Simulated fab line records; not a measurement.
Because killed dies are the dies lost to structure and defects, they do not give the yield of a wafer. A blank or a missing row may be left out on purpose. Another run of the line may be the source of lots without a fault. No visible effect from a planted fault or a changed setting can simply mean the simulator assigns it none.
fab line records    flow n5_finfet
record lots=11  wafers=33  last_day=18
route steps=1938 shown WELL_APT@29 PMOS_HMC_CHANNEL_EPI@62 PASSIVATION@1936
lots with no fault: from the same line, run without faults
start_h: hours from the record's opening day to when the first of the lot's shown wafers began    wait_h: how many hours have passed since the lot's step before this one    " identical to the entry in the row above    L1.1+2: a row that stands for several wafers    - no value, or no start was given    * or withheld: withheld    < > ~ a bound
route shown NAME@n: a module of which the file shows steps, and the number in the route of the first    usual: mean/standard deviation of fault-free wafers    same: alike in all rows    chamber/n: place in a boat    sites: the reading at each site    _std_site: their standard deviation    _edge_site: the outer-site mean with the inner-site mean subtracted    radius_mm: for every site, how far away it sits from the centre of the wafer    mask NAME#n: copy n    behind: the tool/chamber that last shaped the wafer    hold: reason for holding the lot/hours on hold/outcome of the hold    device: names the non-switching transistor (n, p or np)    end of line: the tests these same wafers got at the end of their route    a step given without rows: its recipe and nothing more    killed: at the first sort, the dies lost to defects and structure; wafer yield is something else    map: dies across one wafer; x = killed, . = not, _ = none there
set.NAME: the setting as run; set.NAME@STEP: as run at that earlier step    model.NAME: the simulator's own value behind a step, which no gauge read
route steps across a sampled set of lots; one table per step, one row per wafer
services: a tool's chamber out of use, with start hour (start_h, from the record's first day; less than 0 if before it), hours out, and reason
## steps
# step N5_WELL_APT_OVL_MEAS_09
# recipe points_per_wafer=44
# usual NWELL_OVL=1/5.8
lot.wafer  tool        chamber  start_h  wait_h  NWELL_OVL[nm]
L473.1     overlay-02  0        13.81    0.0     -3
L473.4     "           0        "        "       -10
L473.6     "           0        "        "       3
L474.1     overlay-02  0        19.59    0.0     -8
L474.4     "           0        "        "       7
L474.5     "           0        "        "       0
L475.2     overlay-01  0        25.71    0.0     5
L475.3     "           0        "        "       17
L475.5     "           0        "        "       7
L479.2     overlay-01  0        49.84    0.0     2
L479.3     "           0        "        "       5
L479.6     "           0        "        "       -1
L481.1     overlay-02  0        62.10    0.0     -4
L481.5     "           0        "        "       -6
L481.6     "           0        "        "       5
L483.2     overlay-02  0        73.91    0.0     1
L483.3     "           0        "        "       -1
L483.5     "           0        "        "       -3
L485.1     overlay-02  0        85.76    0.0     3
L485.4     "           0        "        "       -6
L485.5     "           0        "        "       -3
L491.2     overlay-01  0        121.84   0.0     0
L491.4     "           0        "        "       -1
L491.5     "           0        "        "       4
L493.2     overlay-01  0        133.59   0.0     5
L493.4     "           0        "        "       -1
L493.5     "           0        "        "       -1
L494.1     overlay-01  0        139.59   0.0     1
L494.3     "           0        "        "       1
L494.6     "           0        "        "       8
L495.2     overlay-01  0        145.59   0.0     -4
L495.4     "           0        "        "       2
L495.6     "           0        "        "       -6
# step N5_WELL_APT_INSPECT_38
# recipe inspect_instrument=darkfield  mode=post_epi
# usual raw_defect_count=13/5.5
lot.wafer  tool               chamber  start_h  wait_h  raw_defect_count
L473.1     defect_inspect-02  -        16.83    0.5     4
L473.4     "                  -        "        "       16
L473.6     "                  -        "        "       11
L474.1     defect_inspect-01  -        23.18    0.5     18
L474.4     "                  -        "        "       7
L474.5     "                  -        "        "       21
L475.2     defect_inspect-02  -        28.88    0.4     10
L475.3     "                  -        "        "       6
L475.5     "                  -        "        "       19
L479.2     defect_inspect-01  -        52.99    0.6     9
L479.3     "                  -        "        "       17
L479.6     "                  -        "        "       19
L481.1     defect_inspect-01  -        65.15    0.5     9
L481.5     "                  -        "        "       13
L481.6     "                  -        "        "       9
L483.2     defect_inspect-02  -        76.87    0.4     8
L483.3     "                  -        "        "       8
L483.5     "                  -        "        "       11
L485.1     defect_inspect-02  -        89.52    0.9     18
L485.4     "                  -        "        "       19
L485.5     "                  -        "        "       20
L491.2     defect_inspect-02  -        125.18   0.7     14
L491.4     "                  -        "        "       23
L491.5     "                  -        "        "       24
L493.2     defect_inspect-02  -        136.79   0.4     26
L493.4     "                  -        "        "       18
L493.5     "                  -        "        "       7
L494.1     defect_inspect-01  -        143.28   0.9     11
L494.3     "                  -        "        "       12
L494.6     "                  -        "        "       18
L495.2     defect_inspect-02  -        149.86   0.4     14
L495.4     "                  -        "        "       15
L495.6     "                  -        "        "       10
# step N5_PMOS_HMC_CHANNEL_EPI_EXPOSE_06
# recipe mask_id=PMOS_HMC_BLK  na=1.35  source_shape=conventional  sigma_outer=0.8  polarization=unpolarized  target_cd_nm=240  dose_mj=41
# usual exposure_dose_mJ_cm2=40.98/0.043  focus_offset_nm=0.0/0.54
lot.wafer  tool             chamber  start_h  wait_h  mask            exposure_dose_mJ_cm2  focus_offset_nm
L473.1     arfi_scanner-03  0        17.02    -       PMOS_HMC_BLK#0  41.09                 0.2
L473.4     "                0        "        "       PMOS_HMC_BLK#0  40.99                 0.8
L473.6     "                0        "        "       PMOS_HMC_BLK#0  41.06                 0.5
L474.1     arfi_scanner-01  0        23.50    -       PMOS_HMC_BLK#0  40.99                 -0.2
L474.4     "                0        "        "       PMOS_HMC_BLK#0  40.96                 0.5
L474.5     "                0        "        "       PMOS_HMC_BLK#0  40.98                 0.0
L475.2     arfi_scanner-02  0        29.20    -       PMOS_HMC_BLK#0  40.97                 -0.6
L475.3     "                0        "        "       PMOS_HMC_BLK#0  40.95                 -0.2
L475.5     "                0        "        "       PMOS_HMC_BLK#0  40.96                 -0.8
L479.2     arfi_scanner-01  0        53.33    -       PMOS_HMC_BLK#0  41.01                 0.3
L479.3     "                0        "        "       PMOS_HMC_BLK#0  41.01                 -0.4
L479.6     "                0        "        "       PMOS_HMC_BLK#0  40.99                 -0.4
L481.1     arfi_scanner-03  0        65.34    -       PMOS_HMC_BLK#0  40.95                 -0.3
L481.5     "                0        "        "       PMOS_HMC_BLK#0  40.90                 -0.4
L481.6     "                0        "        "       PMOS_HMC_BLK#0  40.91                 -0.2
L483.2     arfi_scanner-02  0        77.19    -       PMOS_HMC_BLK#0  40.98                 -0.7
L483.3     "                0        "        "       PMOS_HMC_BLK#0  41.05                 -0.4
L483.5     "                0        "        "       PMOS_HMC_BLK#0  41.04                 -0.7
L485.1     arfi_scanner-02  0        89.84    -       PMOS_HMC_BLK#0  40.99                 0.5
L485.4     "                0        "        "       PMOS_HMC_BLK#0  40.96                 0.6
L485.5     "                0        "        "       PMOS_HMC_BLK#0  41.04                 1.0
L491.2     arfi_scanner-02  0        125.37   -       PMOS_HMC_BLK#0  36.89                 0.8
L491.4     "                0        "        "       PMOS_HMC_BLK#0  36.91                 0.9
L491.5     "                0        "        "       PMOS_HMC_BLK#0  36.87                 0.5
L493.2     arfi_scanner-03  0        137.11   -       PMOS_HMC_BLK#0  40.89                 0.3
L493.4     "                0        "        "       PMOS_HMC_BLK#0  41.02                 0.5
L493.5     "                0        "        "       PMOS_HMC_BLK#0  40.93                 -0.1
L494.1     arfi_scanner-01  0        143.60   -       PMOS_HMC_BLK#0  41.07                 0.3
L494.3     "                0        "        "       PMOS_HMC_BLK#0  41.01                 0.7
L494.6     "                0        "        "       PMOS_HMC_BLK#0  41.10                 -0.3
L495.2     arfi_scanner-01  0        150.05   -       PMOS_HMC_BLK#0  40.93                 -0.2
L495.4     "                0        "        "       PMOS_HMC_BLK#0  40.95                 -0.3
L495.6     "                0        "        "       PMOS_HMC_BLK#0  40.97                 -0.4
# step N5_PMOS_HMC_CHANNEL_EPI_CD_MEAS_09
# recipe target_cd_nm=237.4  landing_energy_ev=500  detector=se_inlens
# usual cd_nm=236.8/0.87
lot.wafer  tool       chamber  start_h  wait_h  cd_nm
L473.1     cd_sem-01  0        17.15    -       239.5
L473.4     "          0        "        "       238.4
L473.6     "          0        "        "       238.1
L474.1     cd_sem-02  0        23.62    -       235.5
L474.4     "          0        "        "       235.9
L474.5     "          0        "        "       235.9
L475.2     cd_sem-02  0        29.32    -       236.6
L475.3     "          0        "        "       236.1
L475.5     "          0        "        "       236.6
L479.2     cd_sem-01  0        53.45    -       237.9
L479.3     "          0        "        "       237.6
L479.6     "          0        "        "       236.4
L481.1     cd_sem-02  0        65.47    -       238.0
L481.5     "          0        "        "       236.7
L481.6     "          0        "        "       238.1
L483.2     cd_sem-01  0        77.31    -       235.9
L483.3     "          0        "        "       236.0
L483.5     "          0        "        "       235.4
L485.1     cd_sem-02  0        89.96    -       237.0
L485.4     "          0        "        "       237.3
L485.5     "          0        "        "       236.2
L491.2     cd_sem-02  0        125.49   -       258.1
L491.4     "          0        "        "       300.5
L491.5     "          0        "        "       303.9
L493.2     cd_sem-02  0        137.23   -       236.4
L493.4     "          0        "        "       236.0
L493.5     "          0        "        "       235.9
L494.1     cd_sem-01  0        143.73   -       237.2
L494.3     "          0        "        "       236.1
L494.6     "          0        "        "       237.1
L495.2     cd_sem-01  0        150.17   -       236.5
L495.4     "          0        "        "       238.2
L495.6     "          0        "        "       237.4
# step N5_PMOS_HMC_CHANNEL_EPI_ETCH_32
# recipe chemistry=N2/H2  target=BARC  stop_on=SiO2  target_depth_a=858  over_etch_frac=0.3  time_s=50.3  ion_energy_ev=200  mask_material=CAR-ArF-block  pressure_mtorr=30  source_w=840  bias_w=150  n2_flow_sccm=200  h2_flow_sccm=200
# usual drypump_motor_current_A=5.8/0.49  oes_product_au=0.70/0.059  rf_vpp_V=524.3/2.2  showerhead_plenum_p_Torr=2.56/0.075  throttle_valve_pct=17.69/0.2
lot.wafer  tool         chamber  start_h  wait_h  drypump_motor_current_A  oes_product_au  rf_hours_counter_h  rf_vpp_V  showerhead_plenum_p_Torr  throttle_valve_pct
L473.1     rie_diel-06  0        17.27    0.0     6.2                      0.63            182                 522.9     2.54                      17.78
L473.4     "            1        "        "       5.2                      0.74            45                  523.1     2.48                      17.68
L473.6     "            0        "        "       6.2                      0.63            -                   523.6     2.54                      17.77
L474.1     rie_diel-06  3        23.75    0.0     5.8                      0.72            64                  522.8     2.47                      17.92
L474.4     "            0        "        "       6.2                      0.62            184                 524.5     2.54                      17.80
L474.5     "            0        "        "       6.2                      0.62            -                   522.7     2.54                      17.76
L475.2     rie_diel-06  3        29.44    0.0     5.8                      0.73            65                  521.0     2.47                      17.93
L475.3     "            1        "        "       5.2                      0.73            49                  521.7     2.48                      17.70
L475.5     "            1        "        "       5.3                      0.73            -                   523.1     2.48                      17.71
L479.2     rie_diel-02  0        53.77    0.0     5.8                      0.72            66                  524.5     2.57                      17.35
L479.3     "            0        "        "       5.8                      0.73            -                   524.1     2.57                      17.37
L479.6     "            2        "        "       6.1                      0.75            -                   524.0     2.60                      17.81
L481.1     rie_diel-05  3        65.59    0.0     5.8                      0.68            111                 527.3     2.67                      17.50
L481.5     "            1        "        "       6.0                      0.67            -                   524.9     2.54                      17.43
L481.6     "            0        "        "       5.0                      0.68            -                   527.0     2.67                      17.64
L483.2     rie_diel-06  1        77.64    0.0     5.2                      0.72            64                  521.9     2.47                      17.74
L483.3     "            0        "        "       6.2                      0.61            198                 522.8     2.53                      17.80
L483.5     "            3        "        "       5.8                      0.71            -                   522.3     2.47                      17.94
L485.1     rie_diel-06  2        90.09    0.0     6.5                      0.61            218                 522.0     2.51                      18.05
L485.4     "            3        "        "       5.9                      0.70            81                  522.5     2.47                      17.94
L485.5     "            3        "        "       5.9                      0.70            -                   521.5     2.47                      17.94
L491.2     rie_diel-05  3        125.62   0.0     5.8                      0.67            128                 525.8     2.67                      17.54
L491.4     "            1        "        "       6.0                      0.67            137                 523.4     2.54                      17.44
L491.5     "            1        "        "       6.0                      0.66            -                   523.2     2.54                      17.45
L493.2     rie_diel-05  2        137.35   0.0     5.3                      0.81            17                  521.8     2.50                      17.67
L493.4     "            1        "        "       6.0                      0.65            -                   523.5     2.53                      17.45
L493.5     "            2        "        "       5.3                      0.80            -                   521.9     2.50                      17.68
L494.1     rie_diel-05  3        143.85   0.0     5.8                      0.66            133                 527.4     2.66                      17.52
L494.3     "            1        "        "       6.0                      0.66            143                 524.7     2.53                      17.45
L494.6     "            1        "        "       6.0                      0.66            -                   524.3     2.53                      17.47
L495.2     rie_diel-02  1        150.30   0.0     6.4                      0.77            18                  528.5     2.71                      17.76
L495.4     "            0        "        "       5.8                      0.70            86                  525.2     2.57                      17.39
L495.6     "            1        "        "       6.4                      0.77            -                   528.5     2.71                      17.79
# step N5_PASSIVATION_PROBE_49
# usual defect_limited_yield=91.1/1.5  killed_at_M0_to_M3=36/11  killed_at_M4_up=14/5.6  killed_at_contacts=11/5.6  killed_at_front_end=40/12  killed_at_other=4/3.2  killed_dies=105/17  killed_open=69/12  killed_short=34/8.4  sort_bin_5_function=5.2/0.95  sort_bin_6_memory=3.3/0.63  sort_n_pass=1075/17  sort_yield_pct=91.1/1.5
# same gross_dies=1180  killed_at_back_side=0  sort_bin_4_leakage[%]=0  sort_bin_8_speed[%]=0
lot.wafer  tool       chamber  start_h  wait_h  defect_limited_yield[%]  killed_at_M0_to_M3  killed_at_M4_up  killed_at_contacts  killed_at_front_end  killed_at_other  killed_dies  killed_open  killed_short  sort_bin_5_function[%]  sort_bin_6_memory[%]  sort_n_pass  sort_yield_pct[%]
L481.1     prober-02  -        363.07   0.0     88.8                     46                  26               12                  42                   6                132          96           34            7.0                     3.6                   1048         88.8
L481.5     prober-02  -        363.27   0.2     92.2                     34                  23               7                   23                   5                92           64           27            4.9                     2.8                   1088         92.2
L481.6     prober-02  -        363.32   0.3     88.3                     50                  20               11                  55                   2                138          95           42            6.7                     4.3                   1042         88.3
L483.2     prober-01  -        367.47   0.1     92.2                     42                  14               8                   28                   0                92           57           34            4.6                     3.1                   1088         92.2
L483.3     prober-01  -        367.52   0.1     90.5                     47                  16               6                   41                   2                112          67           43            5.7                     3.5                   1068         90.5
L483.5     prober-01  -        367.62   0.2     90.6                     52                  9                7                   39                   4                111          61           50            5.0                     3.6                   1069         90.6
L485.1     prober-02  -        376.69   0.0     90.6                     43                  13               3                   48                   4                111          72           38            5.3                     3.6                   1069         90.6
L485.4     prober-02  -        376.84   0.2     90.9                     22                  17               23                  39                   6                107          63           40            6.0                     2.8                   1073         90.9
L485.5     prober-02  -        376.89   0.2     93.1                     26                  7                8                   36                   5                82           58           22            4.2                     2.6                   1098         93.1
L495.2     prober-01  -        443.33   0.1     90.6                     38                  15               13                  44                   1                111          68           42            5.2                     3.9                   1069         90.6
L495.4     prober-01  -        443.43   0.2     88.1                     41                  11               30                  56                   2                140          90           47            6.8                     4.8                   1040         88.1
L495.6     prober-01  -        443.53   0.3     89.7                     48                  11               5                   58                   0                122          82           34            5.8                     3.6                   1058         89.7
# killed by level:class
L481.1 BEOL_M4:geometric_particle:open=15 BEOL_M0_SAQP:geometric_particle:open=12 MOL_CONTACT_COAG:geometric_particle:open=11 FIN_SAQP:geometric_particle:open=10 STI_FIN_REVEAL:geometric_particle:open=10 BEOL_M0_SAQP:geometric_particle:short=9 BEOL_M1:geometric_particle:open=8 BEOL_M3:geometric_particle:open=7
L481.5 BEOL_M4:geometric_particle:open=13 BEOL_M2:geometric_particle:open=8 MOL_CONTACT_COAG:geometric_particle:open=7 BEOL_M0_SAQP:geometric_particle:short=7 BEOL_M0_SAQP:geometric_particle:open=7 BEOL_M1:geometric_particle:open=7 FIN_SAQP:geometric_particle:open=5 FIN_SAQP:geometric_particle:short=3
L481.6 STI_FIN_REVEAL:geometric_particle:open=23 FIN_SAQP:geometric_particle:open=13 BEOL_M0_SAQP:geometric_particle:short=13 MOL_CONTACT_COAG:geometric_particle:open=9 BEOL_M4:geometric_particle:open=9 BEOL_M0_SAQP:geometric_particle:open=8 BEOL_M1:geometric_particle:open=6 BEOL_M3:geometric_particle:open=6
L483.2 BEOL_M0_SAQP:geometric_particle:short=11 BEOL_M3:geometric_particle:open=10 FIN_SAQP:geometric_particle:short=7 MOL_CONTACT_COAG:geometric_particle:open=7 BEOL_M2:geometric_particle:open=6 BEOL_M4:geometric_particle:open=6 BEOL_M0_SAQP:geometric_particle:open=5 FIN_SAQP:geometric_particle:open=4
L483.3 BEOL_M3:geometric_particle:open=17 FIN_SAQP:geometric_particle:short=16 FIN_SAQP:geometric_particle:open=10 BEOL_M0_SAQP:geometric_particle:short=8 BEOL_M4:geometric_particle:open=7 BEOL_M0_SAQP:geometric_particle:open=6 MOL_CONTACT_COAG:geometric_particle:open=4 BEOL_M3:geometric_particle:short=4
L483.5 BEOL_M0_SAQP:geometric_particle:short=14 FIN_SAQP:geometric_particle:open=12 FIN_SAQP:geometric_particle:short=12 BEOL_M0_SAQP:geometric_particle:open=9 BEOL_M1:geometric_particle:open=9 MOL_CONTACT_COAG:geometric_particle:open=5 BEOL_M2:geometric_particle:short=5 BEOL_M3:geometric_particle:open=5
L485.1 BEOL_M0_SAQP:geometric_particle:open=14 STI_FIN_REVEAL:geometric_particle:open=13 BEOL_M0_SAQP:geometric_particle:short=11 BEOL_M2:geometric_particle:open=8 FIN_SAQP:geometric_particle:open=7 FIN_SAQP:geometric_particle:short=7 STI_FIN_REVEAL:geometric_particle:short=4 BEOL_M3:geometric_particle:open=4
L485.4 MOL_CONTACT_COAG:geometric_particle:open=17 BEOL_M4:geometric_particle:open=9 FIN_SAQP:geometric_particle:short=8 STI_FIN_REVEAL:geometric_particle:open=6 MOL_CONTACT_COAG:geometric_particle:short=6 BEOL_M0_SAQP:geometric_particle:short=6 BEOL_M0_SAQP:geometric_particle:open=6 BEOL_M3:geometric_particle:open=6
L485.5 STI_FIN_REVEAL:geometric_particle:open=12 MOL_CONTACT_COAG:geometric_particle:open=8 BEOL_M0_SAQP:geometric_particle:open=8 BEOL_M2:geometric_particle:open=8 DUMMY_GATE:geometric_particle:open=6 ILD0:geometric_particle:short=4 GATE_CUT:geometric_particle:short=3 BEOL_M0_SAQP:geometric_particle:short=3
L495.2 BEOL_M0_SAQP:geometric_particle:short=17 STI_FIN_REVEAL:geometric_particle:open=14 MOL_CONTACT_COAG:geometric_particle:open=11 BEOL_M4:geometric_particle:open=8 FIN_SAQP:geometric_particle:open=7 BEOL_M2:geometric_particle:open=7 FIN_SAQP:geometric_particle:short=6 STI_FIN_REVEAL:geometric_particle:short=5
L495.4 MOL_CONTACT_COAG:geometric_particle:open=27 FIN_SAQP:geometric_particle:short=14 FIN_SAQP:geometric_particle:open=12 STI_FIN_REVEAL:geometric_particle:open=11 BEOL_M0_SAQP:geometric_particle:short=7 BEOL_M1:geometric_particle:open=7 BEOL_M3:geometric_particle:open=6 BEOL_M4:geometric_particle:open=6
L495.6 FIN_SAQP:geometric_particle:open=21 FIN_SAQP:geometric_particle:short=14 BEOL_M0_SAQP:geometric_particle:open=14 BEOL_M0_SAQP:geometric_particle:short=9 STI_FIN_REVEAL:geometric_particle:open=7 BEOL_M1:geometric_particle:open=7 BEOL_M0:geometric_particle:open=6 BEOL_M2:geometric_particle:open=6
## services
tool             chamber  start_h  hours  kind
rie_diel-06      0        -6.02    5.1    repair
arfi_scanner-02  -        -0.86    0.8    pm
arfi_scanner-03  -        7.44     0.2    repair
arfi_scanner-01  -        20.04    1.3    pm
arfi_scanner-01  -        34.02    1.0    pm
arfi_scanner-03  -        40.20    1.3    pm
rie_diel-06      -        42.87    0.3    repair
arfi_scanner-01  -        43.06    1.8    repair
rie_diel-05      0        46.17    9.6    repair
rie_diel-02      3        47.28    15.7   repair
arfi_scanner-03  -        52.45    4.9    pm
arfi_scanner-02  -        59.44    1.3    pm
arfi_scanner-02  -        63.31    0.8    pm
arfi_scanner-03  -        68.86    3.0    pm
arfi_scanner-02  -        73.89    1.0    pm
rie_diel-02      0        96.26    6.7    repair
arfi_scanner-02  -        103.15   4.9    pm
arfi_scanner-03  -        107.64   1.0    pm
arfi_scanner-02  -        111.26   1.0    pm
rie_diel-06      2        128.81   12.8   repair
arfi_scanner-03  -        129.06   1.0    pm
arfi_scanner-03  -        138.69   0.8    pm
rie_diel-06      -        143.51   0.7    repair
arfi_scanner-01  -        145.54   1.3    pm
## key
first_sign step=N5_PMOS_HMC_CHANNEL_EPI_EXPOSE_06  reading=exposure_dose_mJ_cm2  direction=down  sigmas=96  usual=40.98  struck=36.89
effect step=N5_PMOS_HMC_CHANNEL_EPI_CD_MEAS_09  reading=cd_nm  direction=up  sigmas=58  usual=236.8  struck=287.5  through=control_loop
met_at N5_PMOS_HMC_CHANNEL_EPI_EXPOSE_06
struck_lots L491
rows_end L491.2,L491.4,L491.5
loop_trim step=N5_PMOS_HMC_CHANNEL_EPI_EXPOSE_06  setting=dose  lots=L491
not_acting_at N5_WELL_APT_OVL_MEAS_09,N5_WELL_APT_INSPECT_38,N5_PMOS_HMC_CHANNEL_EPI_ETCH_32
onset_between 89.84 125.37
fault kind=process_parameter_drift  tool=arfi_scanner-02  chamber=-  onset_h=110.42  steps=N5_PMOS_HMC_CHANNEL_EPI_EXPOSE_06  channel=focus_nm  offset=101.51  spread_by_wafer=0.3  shape=step
# rows_end: these wafers met a further fault down the route, and their rows from its step on are left out
# loop_trim: a control loop set the setting to another value than it would have without faults
